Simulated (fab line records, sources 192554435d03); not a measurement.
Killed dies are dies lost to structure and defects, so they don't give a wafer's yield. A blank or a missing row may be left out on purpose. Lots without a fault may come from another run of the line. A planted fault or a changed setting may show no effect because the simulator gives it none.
fab line records | flow n5_finfet
record lots=24 wafers=72 last_day=19
route steps=1938 shown BEOL_M5@1185 BEOL_M6@1196
lots that met no fault: from a run of the same line without faults
start_h: hours from the record's first day to the start of the lot's first wafer shown | wait_h: hours since the lot's step before | " the same as in the row above | L1.1+2: a row that stands for several wafers | - no value, or no start given | * or withheld: withheld | < > ~ a bound
route shown NAME@n: a module of which the file shows steps, and the number in the route of the first | usual: mean/standard deviation of fault-free wafers | same: alike in all rows | chamber/n: place in a boat | sites: the reading at each site | _std_site: their standard deviation | _edge_site: outer sites' mean less inner sites' | radius_mm: how far each site lies from the wafer's centre | mask NAME#n: copy n | behind: the tool/chamber that last shaped the wafer | hold: why the lot was held/for how many hours/how that ended | device: the transistor (n, p or np) that didn't switch | end of line: the same wafers' tests at the end of the route | a step without rows: its recipe alone | killed: dies lost to structure and defects at the first sort, not the wafer's yield | map: a wafer's dies, x killed, . not, _ none there
set.NAME: the setting as run; set.NAME@STEP: as run at that earlier step | model.NAME: the simulator's own value behind a step, which no gauge read
steps of the route over a sample of lots; a table a step, a row a wafer
services: from which hour (start_h, from the record's first day; less than 0 if before it) a tool's chamber was out of use, for how many hours, and why
## steps
# step N5_BEOL_M5_ANNEAL_51
# recipe temp_c=225 time_s=90 ambient=N2
# usual wafer_temp_C_max=226.3/0.34
# columns lot.wafer tool chamber start_h wait_h wafer_temp_C_max
L074.2 rtp_anneal-01 0 192.72 0.1 226.0
L074.3 " 0 " " 225.9
L074.5 " 0 " " 226.4
L075.3 rtp_anneal-01 0 198.05 0.1 225.7
L075.4 " 0 " " 226.2
L075.6 " 0 " " 225.9
L077.1 rtp_anneal-01 0 241.19 0.1 226.5
L077.2 " 0 " " 226.4
L077.5 " 0 " " 226.4
L078.2 rtp_anneal-01 0 245.66 0.1 226.7
L078.3 " 0 " " 226.6
L078.6 " 0 " " 227.0
L076.1 rtp_anneal-02 0 251.65 0.1 226.6
L076.5 " 0 " " 226.4
L076.6 " 0 " " 226.2
L083.1 rtp_anneal-02 0 253.37 0.1 226.1
L083.2 " 0 " " 226.3
L083.5 " 0 " " 226.3
L081.1 rtp_anneal-01 0 261.33 0.1 225.6
L081.2 " 0 " " 226.0
L081.4 " 0 " " 225.8
L080.1 rtp_anneal-02 0 262.70 0.1 226.4
L080.3 " 0 " " 226.4
L080.4 " 0 " " 226.6
L079.1 rtp_anneal-01 0 268.17 0.1 226.1
L079.2 " 0 " " 225.8
L079.3 " 0 " " 225.7
L082.1 rtp_anneal-01 0 273.19 0.1 226.1
L082.2 " 0 " " 226.3
L082.5 " 0 " " 226.5
L084.2 rtp_anneal-01 0 285.31 0.1 226.0
L084.4 " 0 " " 226.3
L084.6 " 0 " " 226.3
L085.3 rtp_anneal-01 0 288.90 0.1 226.1
L085.5 " 0 " " 226.3
L085.6 " 0 " " 226.1
L086.1 rtp_anneal-01 0 291.07 0.1 226.5
L086.2 " 0 " " 226.0
L086.4 " 0 " " 226.3
L087.4 rtp_anneal-01 0 294.78 0.2 226.3
L087.5 " 0 " " 226.5
L087.6 " 0 " " 226.7
L088.1 rtp_anneal-02 0 295.50 0.1 226.4
L088.2 " 0 " " 226.7
L088.4 " 0 " " 226.6
L091.1 rtp_anneal-02 0 309.67 0.1 226.4
L091.3 " 0 " " 226.4
L091.6 " 0 " " 226.1
L089.1 rtp_anneal-02 0 318.64 0.7 227.1
L089.3 " 0 " " 227.0
L089.5 " 0 " " 226.7
L093.1 rtp_anneal-01 0 330.52 0.1 226.2
L093.3 " 0 " " 226.4
L093.5 " 0 " " 226.2
L090.1 rtp_anneal-01 0 335.46 0.1 226.6
L090.2 " 0 " " 226.5
L090.4 " 0 " " 226.8
L092.3 rtp_anneal-01 0 335.82 0.2 225.9
L092.4 " 0 " " 226.0
L092.5 " 0 " " 226.2
L094.1 rtp_anneal-01 0 337.50 0.2 226.0
L094.2 " 0 " " 226.1
L094.5 " 0 " " 225.9
L095.1 rtp_anneal-02 0 345.38 0.1 226.1
L095.5 " 0 " " 226.3
L095.6 " 0 " " 226.1
L096.3 rtp_anneal-01 0 360.73 0.1 226.1
L096.5 " 0 " " 226.1
L096.6 " 0 " " 226.0
L097.1 rtp_anneal-01 0 362.73 0.1 226.3
L097.3 " 0 " " 226.4
L097.5 " 0 " " 226.5
# step N5_BEOL_M5_DEP_56
# recipe material=SiCN target_thk_a=80 temp_c=withheld precursor=3MS/NH3 pressure_torr=3 rf_w=202 time_s=14
# usual showerhead_plenum_p_Torr=3.670/0.013 throttle_valve_pct=9.1/0.42
# columns lot.wafer tool chamber start_h wait_h showerhead_plenum_p_Torr since_wet_clean_h throttle_valve_pct
L074.2 pecvd-04 1 193.51 0.0 3.680 1985 10.1
L074.3 " 0 " " 3.642 1260 9.0
L074.5 " 2 " " 3.655 - 8.4
L075.3 pecvd-03 0 198.75 0.0 3.682 1084 9.2
L075.4 " 0 " " 3.681 - 9.2
L075.6 " 1 " " 3.669 - 9.4
L077.1 pecvd-03 2 241.98 0.0 3.676 343 9.0
L077.2 " 0 " " 3.682 1127 9.2
L077.5 " 2 " " 3.667 - 8.9
L078.2 pecvd-03 0 246.40 0.0 3.688 1132 9.1
L078.3 " 2 " " 3.664 348 9.0
L078.6 " 0 " " 3.697 - 9.1
L076.1 pecvd-03 2 252.44 0.0 3.678 354 8.8
L076.5 " 2 " " 3.664 - 9.0
L076.6 " 0 " " 3.687 - 9.5
L083.1 pecvd-03 2 254.16 0.0 3.663 356 9.0
L083.2 " 1 " " 3.671 1864 9.4
L083.5 " 1 " " 3.665 - 9.1
L081.1 pecvd-02 1 262.11 0.0 3.671 1510 9.5
L081.2 " 0 " " 3.679 785 9.1
L081.4 " 2 " " 3.679 - 8.4
L080.1 pecvd-04 1 263.50 0.0 3.680 2055 9.9
L080.3 " 1 " " 3.672 - 10.0
L080.4 " 0 " " 3.642 - 8.8
L079.1 pecvd-03 2 268.95 0.0 3.681 370 8.7
L079.2 " 1 " " 3.682 1879 9.2
L079.3 " 0 " " 3.685 1154 9.1
L082.1 pecvd-03 1 273.99 0.0 3.670 1884 9.0
L082.2 " 2 " " 3.675 375 8.9
L082.5 " 2 " " 3.675 - 8.9
L084.2 pecvd-04 1 286.06 0.0 3.680 2077 9.7
L084.4 " 1 " " 3.677 - 9.7
L084.6 " 1 " " 3.683 - 10.0
L085.3 pecvd-03 2 289.68 0.0 3.669 391 8.9
L085.5 " 2 " " 3.675 - 8.8
L085.6 " 0 " " 3.686 - 9.1
L086.1 pecvd-04 0 291.87 0.0 3.647 1358 9.1
L086.2 " 2 " " 3.648 604 8.4
L086.4 " 2 " " 3.647 - 8.4
L087.4 pecvd-04 1 295.46 0.0 3.673 - 9.9
L087.5 " 0 " " 3.631 - 8.7
L087.6 " 2 " " 3.647 - 8.2
L088.1 pecvd-02 0 296.28 0.0 3.680 819 9.0
L088.2 " 1 " " 3.668 1544 9.9
L088.4 " 0 " " 3.675 - 9.1
L091.1 pecvd-02 1 310.54 0.0 3.670 1558 9.7
L091.3 " 2 " " 3.670 - 8.8
L091.6 " 2 " " 3.663 - 8.8
L089.1 pecvd-02 1 319.64 0.0 3.665 1567 10.0
L089.3 " 0 " " 3.677 842 9.0
L089.5 " 0 " " 3.678 - 9.0
L093.1 pecvd-04 2 331.36 0.0 3.650 644 8.7
L093.3 " 0 " " 3.642 1398 8.7
L093.5 " 0 " " 3.642 - 8.8
L090.1 pecvd-02 2 336.25 0.0 3.665 105 8.9
L090.2 " 1 " " 3.667 1584 9.7
L090.4 " 1 " " 3.671 - 9.7
L092.3 pecvd-02 2 336.57 0.0 3.683 105 8.9
L092.4 " 0 " " 3.677 - 9.3
L092.5 " 1 " " 3.679 - 9.6
L094.1 pecvd-03 1 338.29 0.0 3.669 1948 9.2
L094.2 " 0 " " 3.685 1223 9.3
L094.5 " 0 " " 3.689 - 9.1
L095.1 pecvd-02 0 346.22 0.0 3.670 869 9.3
L095.5 " 0 " " 3.674 - 8.9
L095.6 " 2 " " 3.681 - 9.0
L096.3 pecvd-02 0 361.42 0.0 3.681 884 9.3
L096.5 " 0 " " 3.675 - 9.0
L096.6 " 1 " " 3.666 - 9.6
L097.1 pecvd-02 0 363.52 0.0 3.676 886 9.3
L097.3 " 2 " " 3.667 132 8.7
L097.5 " 1 " " 3.660 - 9.8
# step N5_BEOL_M6_THK_MEAS_01
# recipe reads=SiCOH_lowk_of_BEOL_M6_ILD_DEP_00
# usual M6_ILD_THK=156.2/2.2
# columns lot.wafer tool chamber start_h wait_h M6_ILD_THK[nm]
L074.2 film_metro-01 - 194.22 0.4 155.8
L074.3 " - " " 154.8
L074.5 " - " " 157.8
L075.3 film_metro-02 - 199.46 0.3 156.5
L075.4 " - " " 155.7
L075.6 " - " " 157.0
L077.1 film_metro-01 - 242.69 0.4 157.1
L077.2 " - " " 154.1
L077.5 " - " " 159.9
L078.2 film_metro-01 - 247.11 0.4 153.1
L078.3 " - " " 154.4
L078.6 " - " " 156.2
L076.1 film_metro-01 - 253.63 0.8 151.6
L076.5 " - " " 154.6
L076.6 " - " " 156.0
L083.1 film_metro-01 - 254.86 0.4 154.5
L083.2 " - " " 155.8
L083.5 " - " " 157.5
L081.1 film_metro-01 - 263.30 0.8 157.2
L081.2 " - " " 153.3
L081.4 " - " " 159.1
L080.1 film_metro-01 - 264.23 0.4 151.9
L080.3 " - " " 155.6
L080.4 " - " " 155.0
L079.1 film_metro-02 - 269.68 0.4 151.4
L079.2 " - " " 152.9
L079.3 " - " " 155.1
L082.1 film_metro-01 - 274.72 0.4 156.6
L082.2 " - " " 152.9
L082.5 " - " " 155.4
L084.2 film_metro-01 - 286.79 0.4 156.9
L084.4 " - " " 158.8
L084.6 " - " " 161.2
L085.3 film_metro-01 - 290.41 0.3 158.5
L085.5 " - " " 158.6
L085.6 " - " " 157.6
L086.1 film_metro-02 - 292.58 0.4 156.5
L086.2 " - " " 157.8
L086.4 " - " " 156.0
L087.4 film_metro-02 - 296.15 0.2 158.3
L087.5 " - " " 158.1
L087.6 " - " " 161.2
L088.1 film_metro-01 - 296.99 0.4 152.0
L088.2 " - " " 152.5
L088.4 " - " " 155.8
L091.1 film_metro-02 - 311.26 0.4 152.9
L091.3 " - " " 152.4
L091.6 " - " " 156.0
L089.1 film_metro-01 - 320.45 0.4 156.2
L089.3 " - " " 158.1
L089.5 " - " " 158.7
L093.1 film_metro-01 - 332.25 0.6 154.0
L093.3 " - " " 155.4
L093.5 " - " " 159.2
L090.1 film_metro-01 - 337.39 0.4 156.0
L090.2 " - " " 155.2
L090.4 " - " " 159.9
L092.3 film_metro-01 - 337.87 0.3 154.3
L092.4 " - " " 156.9
L092.5 " - " " 159.7
L094.1 film_metro-01 - 338.99 0.4 155.9
L094.2 " - " " 159.2
L094.5 " - " " 156.9
L095.1 film_metro-02 - 346.93 0.4 156.0
L095.5 " - " " 157.9
L095.6 " - " " 156.8
L096.3 film_metro-01 - 362.19 0.3 151.1
L096.5 " - " " 155.9
L096.6 " - " " 157.6
L097.1 film_metro-01 - 364.22 0.4 158.1
L097.3 " - " " 156.3
L097.5 " - " " 158.2
# step N5_BEOL_M6_DESCUM_16
# recipe chemistry=O2 time_s=7.9 source_power_w=50 bias_power_w=20 pressure_mtorr=20 rf_frequency_hz=2.712e+07 temp_c=40 resist=CAR-ArF o2_flow_sccm=225
# usual drypump_motor_current_A=5.7/0.45 oes_product_au=0.81/0.088 rf_vpp_V=243.4/1.4 showerhead_plenum_p_Torr=2.12/0.069 throttle_valve_pct=20.49/0.23
# columns lot.wafer tool chamber start_h wait_h drypump_motor_current_A oes_product_au rf_hours_counter_h rf_vpp_V showerhead_plenum_p_Torr throttle_valve_pct
L074.2 rie_diel-02 0 196.53 0.2 6.3 0.82 86 242.7 2.13 20.81
L074.3 " 3 " " 5.7 0.94 13 241.5 2.08 20.34
L074.5 " 0 " " 6.3 0.83 - 244.9 2.13 20.82
L075.3 rie_diel-02 2 200.18 0.0 5.2 0.77 130 246.0 2.22 20.45
L075.4 " 2 " " 5.2 0.76 - 244.8 2.22 20.46
L075.6 " 0 " " 6.4 0.81 - 243.1 2.13 20.82
L077.1 rie_diel-04 1 245.41 0.0 5.7 0.75 201 242.8 2.05 20.40
L077.2 " 3 " " 6.0 0.88 40 243.6 2.13 20.47
L077.5 " 3 " " 6.0 0.88 - 243.3 2.13 20.47
L078.2 rie_diel-02 1 248.63 0.0 5.5 0.97 11 241.9 2.06 20.50
L078.3 " 0 " " 6.4 0.79 105 242.1 2.12 20.85
L078.6 " 1 " " 5.5 0.97 - 243.3 2.06 20.51
L076.1 rie_diel-04 3 256.24 0.3 6.0 0.88 43 243.1 2.13 20.49
L076.5 " 0 " " 5.8 0.68 - 244.8 2.16 20.43
L076.6 " 3 " " 5.9 0.89 - 243.2 2.13 20.48
L083.1 rie_diel-02 0 256.49 0.3 6.3 0.79 107 243.1 2.12 20.85
L083.2 " 1 " " 5.5 0.96 14 240.8 2.06 20.50
L083.5 " 0 " " 6.3 0.79 - 243.0 2.12 20.84
L081.1 rie_diel-03 2 263.86 0.0 5.3 0.71 212 242.4 1.99 20.81
L081.2 " 3 " " 4.8 0.89 37 245.7 2.20 20.07
L081.4 " 3 " " 4.8 0.90 - 244.5 2.20 20.06
L080.1 rie_diel-02 0 266.79 0.0 6.3 0.78 111 242.3 2.12 20.86
L080.3 " 3 " " 5.7 0.86 39 242.8 2.07 20.37
L080.4 " 2 " " 5.2 0.74 154 244.4 2.21 20.47
L079.1 rie_diel-04 1 271.99 0.1 5.7 0.74 209 242.9 2.05 20.40
L079.2 " 2 " " 6.2 0.92 31 244.9 2.23 20.31
L079.3 " 0 " " 5.8 0.68 242 245.3 2.16 20.45
L082.1 rie_diel-03 3 276.15 0.1 4.9 0.88 42 244.6 2.20 20.08
L082.2 " 2 " " 5.2 0.70 217 240.3 1.99 20.81
L082.5 " 2 " " 5.3 0.71 - 241.8 1.99 20.82
L084.2 rie_diel-03 1 289.16 0.3 5.8 0.97 2 242.8 2.05 19.98
L084.4 " 2 " " 5.2 0.69 222 241.0 1.99 20.83
L084.6 " 3 " " 4.8 0.87 - 245.1 2.20 20.10
L085.3 rie_diel-03 1 294.80 0.2 5.9 0.97 4 241.4 2.05 19.98
L085.5 " 3 " " 4.9 0.87 - 243.5 2.20 20.09
L085.6 " 2 " " 5.3 0.70 - 242.1 1.99 20.83
L086.1 rie_diel-04 3 295.26 0.0 6.0 0.87 55 245.2 2.13 20.50
L086.2 " 1 " " 5.7 0.73 216 243.1 2.04 20.43
L086.4 " 2 " " 6.2 0.91 37 243.7 2.23 20.31
L087.4 rie_diel-03 0 298.60 0.2 5.0 0.80 83 244.4 2.10 20.38
L087.5 " 3 " " 4.8 0.87 - 244.4 2.20 20.10
L087.6 " 2 " " 5.2 0.70 - 241.9 1.99 20.82
L088.1 rie_diel-04 2 298.79 0.2 6.2 0.91 39 245.9 2.23 20.33
L088.2 " 1 " " 5.7 0.74 217 243.6 2.04 20.41
L088.4 " 0 " " 5.8 0.67 249 243.8 2.15 20.45
L091.1 rie_diel-04 2 313.14 0.6 6.2 0.89 45 244.1 2.22 20.33
L091.3 " 3 " " 6.0 0.86 62 244.7 2.12 20.51
L091.6 " 2 " " 6.2 0.89 - 244.5 2.22 20.33
L089.1 rie_diel-04 1 322.49 0.1 5.7 0.74 228 243.0 2.04 20.44
L089.3 " 3 " " 6.0 0.85 66 242.5 2.12 20.50
L089.5 " 1 " " 5.7 0.74 - 243.8 2.04 20.44
L093.1 rie_diel-02 0 336.05 0.0 6.3 0.76 136 243.6 2.11 20.90
L093.3 " 1 " " 5.4 0.92 39 243.8 2.05 20.55
L093.5 " 2 " " 5.3 0.71 - 243.6 2.20 20.52
L090.1 rie_diel-04 3 338.07 0.0 6.0 0.85 72 242.9 2.12 20.51
L090.2 " 0 " " 5.8 0.98 5 243.7 2.15 20.09
L090.4 " 2 " " 6.2 0.86 55 246.5 2.22 20.33
L092.3 rie_diel-02 1 340.74 0.7 5.5 0.91 41 242.3 2.05 20.55
L092.4 " 2 " " 5.2 0.72 - 243.2 2.20 20.52
L092.5 " 0 " " 6.3 0.75 - 244.1 2.11 20.90
L094.1 rie_diel-02 1 341.53 1.1 5.5 0.92 42 241.9 2.05 20.54
L094.2 " 2 " " 5.2 0.72 181 244.2 2.20 20.53
L094.5 " 2 " " 5.2 0.72 - 244.0 2.20 20.52
L095.1 rie_diel-02 1 348.62 0.4 5.4 0.91 46 241.8 2.05 20.56
L095.5 " 2 " " 5.2 0.71 - 245.1 2.20 20.53
L095.6 " 0 " " 6.3 0.74 - 242.6 2.11 20.90
L096.3 rie_diel-02 1 363.23 0.0 5.5 0.89 53 243.6 2.05 20.58
L096.5 " 3 " " 5.7 0.84 - 241.8 2.06 20.42
L096.6 " 0 " " 6.3 0.73 - 244.0 2.11 20.93
L097.1 rie_diel-04 2 366.19 0.1 6.2 0.84 66 246.2 2.22 20.35
L097.3 " 3 " " 6.0 0.83 83 243.3 2.12 20.54
L097.5 " 1 " " 5.7 0.71 - 243.1 2.04 20.47
# step N5_BEOL_M6_ETCH_61
# recipe chemistry=CF4 target=SiARC target_depth_a=455 mask_material=CAR-ArF time_s=75.8 ion_energy_ev=80 pressure_mtorr=40 source_w=545 bias_w=36 Ar_flow_sccm=100 cf4_flow_sccm=100 ends=cleared
# usual cf4_flow_sccm=100.03/0.28 drypump_motor_current_A=5.7/0.45 etch_rf_on_time_s=75.0/1.7 oes_product_au=0.69/0.069 rf_vpp_V=184.2/1.2 showerhead_plenum_p_Torr=2.16/0.061 throttle_valve_pct=15.61/0.23
# columns lot.wafer tool chamber start_h wait_h cf4_flow_sccm drypump_motor_current_A etch_rf_on_time_s oes_product_au rf_hours_counter_h rf_vpp_V showerhead_plenum_p_Torr throttle_valve_pct
L074.2 rie_diel-02 0 196.57 0.0 99.69 6.3 72.9 0.71 86 184.6 2.17 15.87
L074.3 " 3 " " 99.62 5.7 74.3 0.80 13 182.3 2.10 15.32
L074.5 " 0 " " 99.80 6.3 72.6 0.71 - 183.0 2.17 15.84
L075.3 rie_diel-02 2 200.22 0.0 100.28 5.3 74.9 0.65 130 185.1 2.22 15.36
L075.4 " 2 " " 100.12 5.2 75.6 0.65 - 186.2 2.22 15.35
L075.6 " 0 " " 100.24 6.3 73.4 0.70 - 186.1 2.17 15.87
L077.1 rie_diel-04 1 245.45 0.0 100.53 5.6 72.6 0.64 201 184.3 2.12 15.77
L077.2 " 3 " " 99.76 6.0 78.2 0.74 40 184.0 2.16 15.51
L077.5 " 3 " " 100.11 6.0 76.8 0.74 - 183.7 2.16 15.53
L078.2 rie_diel-02 1 248.66 0.0 100.21 5.5 74.7 0.82 11 182.7 2.11 15.54
L078.3 " 0 " " 99.34 6.4 73.4 0.69 105 183.9 2.16 15.88
L078.6 " 1 " " 100.15 5.5 75.9 0.81 - 182.6 2.11 15.54
L076.1 rie_diel-04 3 256.27 0.0 100.22 6.0 78.0 0.74 43 184.1 2.16 15.53
L076.5 " 0 " " 99.93 5.8 75.2 0.58 - 185.1 2.19 15.63
L076.6 " 3 " " 100.39 6.0 78.2 0.74 - 184.5 2.16 15.51
L083.1 rie_diel-02 0 256.52 0.0 100.27 6.3 73.2 0.69 107 185.0 2.16 15.89
L083.2 " 1 " " 100.24 5.4 75.0 0.81 14 183.8 2.11 15.55
L083.5 " 0 " " 99.87 6.3 72.4 0.69 - 183.7 2.16 15.91
L081.1 rie_diel-03 2 263.89 0.0 100.04 5.2 73.5 0.61 212 184.2 2.05 15.97
L081.2 " 3 " " 100.23 4.8 76.0 0.75 37 185.7 2.26 15.41
L081.4 " 3 " " 100.58 4.8 75.6 0.74 - 184.2 2.26 15.41
L080.1 rie_diel-02 0 266.83 0.0 99.83 6.3 73.5 0.69 111 184.5 2.16 15.91
L080.3 " 3 " " 99.79 5.7 76.4 0.75 39 185.0 2.09 15.35
L080.4 " 2 " " 99.87 5.2 76.1 0.63 154 186.2 2.21 15.41
L079.1 rie_diel-04 1 272.03 0.0 100.29 5.7 74.1 0.63 209 183.9 2.12 15.81
L079.2 " 2 " " 100.28 6.2 75.6 0.76 31 184.6 2.26 15.38
L079.3 " 0 " " 100.01 5.8 75.4 0.59 242 185.1 2.19 15.64
L082.1 rie_diel-03 3 276.19 0.0 100.00 4.8 75.0 0.74 42 185.0 2.26 15.41
L082.2 " 2 " " 100.06 5.2 73.5 0.60 217 182.8 2.04 15.98
L082.5 " 2 " " 100.19 5.3 73.9 0.61 - 182.0 2.04 15.98
L084.2 rie_diel-03 1 289.19 0.0 100.37 5.8 78.1 0.81 3 182.5 2.10 15.08
L084.4 " 2 " " 100.39 5.3 73.8 0.60 222 182.9 2.04 15.99
L084.6 " 3 " " 100.03 4.9 76.6 0.73 - 185.2 2.26 15.43
L085.3 rie_diel-03 1 294.83 0.0 100.01 5.8 78.5 0.81 4 182.7 2.10 15.11
L085.5 " 3 " " 100.06 4.9 76.5 0.73 - 185.3 2.26 15.44
L085.6 " 2 " " 100.38 5.2 74.6 0.60 - 180.9 2.04 15.99
L086.1 rie_diel-04 3 295.29 0.0 100.19 6.0 78.9 0.72 55 184.7 2.16 15.54
L086.2 " 1 " " 99.57 5.7 74.8 0.62 216 182.9 2.12 15.80
L086.4 " 2 " " 99.58 6.2 75.6 0.75 37 184.4 2.26 15.38
L087.4 rie_diel-03 0 298.63 0.0 100.49 5.0 73.8 0.69 83 184.0 2.16 15.58
L087.5 " 3 " " 99.59 4.9 76.5 0.72 - 184.9 2.26 15.45
L087.6 " 2 " " 100.25 5.3 74.6 0.59 - 182.7 2.04 15.99
L088.1 rie_diel-04 2 298.83 0.0 100.24 6.2 75.2 0.75 39 184.2 2.26 15.41
L088.2 " 1 " " 100.02 5.7 73.0 0.63 217 183.5 2.11 15.81
L088.4 " 0 " " 99.86 5.8 75.3 0.58 249 185.9 2.19 15.68
L091.1 rie_diel-04 2 313.18 0.0 100.21 6.2 76.7 0.73 45 186.1 2.26 15.40
L091.3 " 3 " " 100.17 6.0 78.1 0.72 62 184.8 2.15 15.55
L091.6 " 2 " " 100.33 6.2 76.5 0.73 - 184.1 2.26 15.41
L089.1 rie_diel-04 1 322.52 0.0 100.02 5.7 73.3 0.62 228 183.1 2.11 15.82
L089.3 " 3 " " 100.28 6.0 77.8 0.71 66 184.6 2.15 15.56
L089.5 " 1 " " 100.41 5.7 73.3 0.62 - 184.1 2.11 15.83
L093.1 rie_diel-02 0 336.09 0.0 99.80 6.3 73.0 0.67 136 183.2 2.15 15.96
L093.3 " 1 " " 99.99 5.5 75.1 0.77 39 182.9 2.10 15.60
L093.5 " 2 " " 100.32 5.2 75.6 0.62 - 185.7 2.20 15.44
L090.1 rie_diel-04 3 338.10 0.0 99.82 6.0 77.7 0.70 72 184.6 2.15 15.59
L090.2 " 0 " " 99.68 5.8 69.9 0.86 5 184.3 2.19 15.17
L090.4 " 2 " " 100.13 6.2 75.5 0.72 55 184.0 2.26 15.43
L092.3 rie_diel-02 1 340.78 0.0 99.93 5.5 75.8 0.76 41 183.4 2.10 15.60
L092.4 " 2 " " 99.63 5.2 76.1 0.61 - 185.8 2.20 15.44
L092.5 " 0 " " 100.30 6.3 74.1 0.66 - 185.1 2.15 15.95
L094.1 rie_diel-02 1 341.56 0.0 100.29 5.5 74.6 0.77 42 183.9 2.10 15.60
L094.2 " 2 " " 100.07 5.2 75.8 0.61 181 184.3 2.20 15.45
L094.5 " 2 " " 99.64 5.2 75.2 0.61 - 184.7 2.20 15.47
L095.1 rie_diel-02 1 348.65 0.0 99.53 5.4 75.2 0.76 46 182.3 2.10 15.61
L095.5 " 2 " " 100.19 5.2 75.0 0.61 - 184.2 2.20 15.45
L095.6 " 0 " " 100.45 6.3 73.6 0.66 - 183.7 2.15 15.96
L096.3 rie_diel-02 1 363.27 0.0 100.13 5.5 75.9 0.74 53 182.2 2.10 15.63
L096.5 " 3 " " 100.13 5.7 74.9 0.72 - 182.0 2.09 15.40
L096.6 " 0 " " 99.48 6.3 73.7 0.66 - 184.0 2.15 15.99
L097.1 rie_diel-04 2 366.23 0.0 99.84 6.2 77.2 0.71 66 185.9 2.25 15.44
L097.3 " 3 " " 99.84 6.0 78.6 0.69 83 183.0 2.15 15.61
L097.5 " 1 " " 99.52 5.7 74.1 0.60 - 183.7 2.11 15.86
# step N5_BEOL_M6_PRE_CLEAN_45
# recipe gas=H2/He time_s=30 temp_c=250
# usual heater_power_w=340/32 susceptor_temp_C=249.99/0.19
# columns lot.wafer tool chamber start_h wait_h heater_power_w susceptor_temp_C
L074.2 pvd_sputter-02 - 198.54 0.0 378 250.06
L074.3 " - " " 317 250.01
L074.5 " - " " 298 249.68
L075.3 pvd_sputter-03 - 202.94 0.0 361 249.84
L075.4 " - " " 334 250.06
L075.6 " - " " 307 250.29
L077.1 pvd_sputter-01 - 248.26 0.0 362 250.05
L077.2 " - " " 338 249.99
L077.5 " - " " 338 250.19
L078.2 pvd_sputter-03 - 252.62 0.0 309 249.86
L078.3 " - " " 358 250.06
L078.6 " - " " 350 250.12
L083.1 pvd_sputter-03 - 259.64 0.0 308 249.95
L083.2 " - " " 346 249.84
L083.5 " - " " 351 249.84
L076.1 pvd_sputter-03 - 259.72 0.0 353 249.95
L076.5 " - " " 350 250.14
L076.6 " - " " 298 250.23
L081.1 pvd_sputter-02 - 267.55 0.0 373 250.01
L081.2 " - " " 299 249.98
L081.4 " - " " 311 249.77
L080.1 pvd_sputter-02 - 268.96 0.0 321 249.86
L080.3 " - " " 312 250.07
L080.4 " - " " 378 250.04
L079.1 pvd_sputter-02 - 276.47 0.0 310 249.88
L079.2 " - " " 316 249.96
L079.3 " - " " 301 250.15
L082.1 pvd_sputter-01 - 280.05 0.0 347 249.77
L082.2 " - " " 327 250.30
L082.5 " - " " 431 250.40
L084.2 pvd_sputter-01 - 294.88 0.0 361 250.24
L084.4 " - " " 327 250.17
L084.6 " - " " 337 250.09
L086.1 pvd_sputter-03 - 299.64 0.0 337 249.90
L086.2 " - " " 339 249.77
L086.4 " - " " 302 250.15
L085.3 pvd_sputter-01 - 299.70 0.0 363 250.40
L085.5 " - " " 343 249.62
L085.6 " - " " 367 250.28
L087.4 pvd_sputter-03 - 300.74 0.0 355 250.34
L087.5 " - " " 341 249.74
L087.6 " - " " 363 250.18
L088.1 pvd_sputter-02 - 301.09 0.0 295 249.88
L088.2 " - " " 376 249.95
L088.4 " - " " 310 250.22
L091.1 pvd_sputter-03 - 317.16 0.0 337 250.06
L091.3 " - " " 365 249.86
L091.6 " - " " 347 249.57
L089.1 pvd_sputter-02 - 326.23 0.0 316 250.07
L089.3 " - " " 299 249.92
L089.5 " - " " 314 249.91
L093.1 pvd_sputter-01 - 339.41 0.0 330 250.24
L093.3 " - " " 364 249.71
L093.5 " - " " 432 250.40
L090.1 pvd_sputter-03 - 340.22 0.0 345 250.08
L090.2 " - " " 355 249.95
L090.4 " - " " 307 250.18
L094.1 pvd_sputter-02 - 347.27 0.0 308 249.71
L094.2 " - " " 319 250.24
L094.5 " - " " 300 250.05
L092.3 pvd_sputter-02 - 347.35 0.0 301 249.57
L092.4 " - " " 376 249.90
L092.5 " - " " 378 249.78
L095.1 pvd_sputter-02 - 352.86 0.0 306 249.76
L095.5 " - " " 304 250.14
L095.6 " - " " 382 250.14
L096.3 pvd_sputter-03 - 368.91 0.0 368 250.22
L096.5 " - " " 334 250.00
L096.6 " - " " 306 249.94
L097.1 pvd_sputter-02 - 370.80 0.0 316 249.97
L097.3 " - " " 376 249.97
L097.5 " - " " 326 250.20
## services
# columns tool chamber start_h hours kind
pecvd-03 0 173.27 5.5 scheduled_down
pecvd-02 1 190.96 5.5 scheduled_down
rie_diel-02 1 191.74 - clean
rie_diel-02 1 191.74 - consumable_replace:focus_ring
rie_diel-02 1 191.74 22.8 scheduled_down
rie_diel-02 1 191.74 22.8 vent_cycle
pecvd-02 2 196.28 4.4 repair
rie_diel-03 0 201.11 2.7 repair
pecvd-02 2 202.38 - clean
pecvd-02 - 243.26 0.3 repair
rie_diel-04 2 244.17 16.4 repair
pecvd-03 - 246.62 0.8 repair
pecvd-04 2 262.03 15.0 repair
rie_diel-03 1 263.46 - clean
rie_diel-03 1 263.46 - consumable_replace:focus_ring
pecvd-04 - 269.34 2.8 pm
rie_diel-02 1 286.15 11.8 repair
rie_diel-04 0 302.78 - clean
rie_diel-04 0 302.78 - consumable_replace:focus_ring
rie_diel-04 0 302.78 21.6 scheduled_down
rie_diel-04 0 302.78 21.6 vent_cycle
rie_diel-02 3 333.88 28.2 repair
rie_diel-03 1 359.08 5.1 repair
pecvd-04 - 363.16 6.0 pm
## key
fault none
